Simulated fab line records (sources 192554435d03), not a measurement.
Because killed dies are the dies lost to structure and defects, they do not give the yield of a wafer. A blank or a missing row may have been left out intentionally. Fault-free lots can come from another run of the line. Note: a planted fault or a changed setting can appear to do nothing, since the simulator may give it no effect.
Matching of chambers | flow n5 finfet | N5_MIM_TOP_ETCH_PECVD_03 on pecvd-03 has 3 sister chambers
The step deposits SiNx from SiH4/NH3/N2, target thk 20 nm, time 17.6 s. 3 wafers are shown with their chamber, then 8 later ones without.

## WAFERS WITH THEIR CHAMBER
wafer  | chamber | showerhead plenum p Torr (Torr)
L087.6 | 2       | 5.04
L093.6 | 0       | 5.14
L090.1 | 1       | 5.17

## WAFERS WITH NO CHAMBER GIVEN
wafer  | showerhead plenum p Torr (Torr)
L090.4 | 5.17
L090.5 | 5.14
L094.3 | 5.17
L094.4 | 5.17
L094.6 | 5.13
L096.1 | 5.17
L096.2 | 5.13
L096.4 | 5.05

## CHAMBER TAKEN BY EACH
wafer  | from the rows above | in truth
L090.4 | 1                   | 1
L090.5 | 0                   | 0
L094.3 | 1                   | 1
L094.4 | 1                   | 1
L094.6 | 0                   | 0
L096.1 | 1                   | 1
L096.2 | 0                   | 0
L096.4 | 2                   | 2
Placed correctly: 8 of 8. Not placeable from these rows: 0. 0 placed wrongly.
How it was worked out, from the rows above alone: a wafer's distance from a chamber is the root of the sum, over the readings, of the square of ((its reading less the chamber's mean) divided by the reading's scatter). If the next closest chamber is less than 2 further off than the closest, the wafer can't be placed; otherwise it belongs to the closest. For every chamber, the mean is computed from those of its wafers that are shown. The scatter (one wafer shown for each chamber): square how far every hidden wafer sits from the nearest shown wafer, average those squares and take the square root.
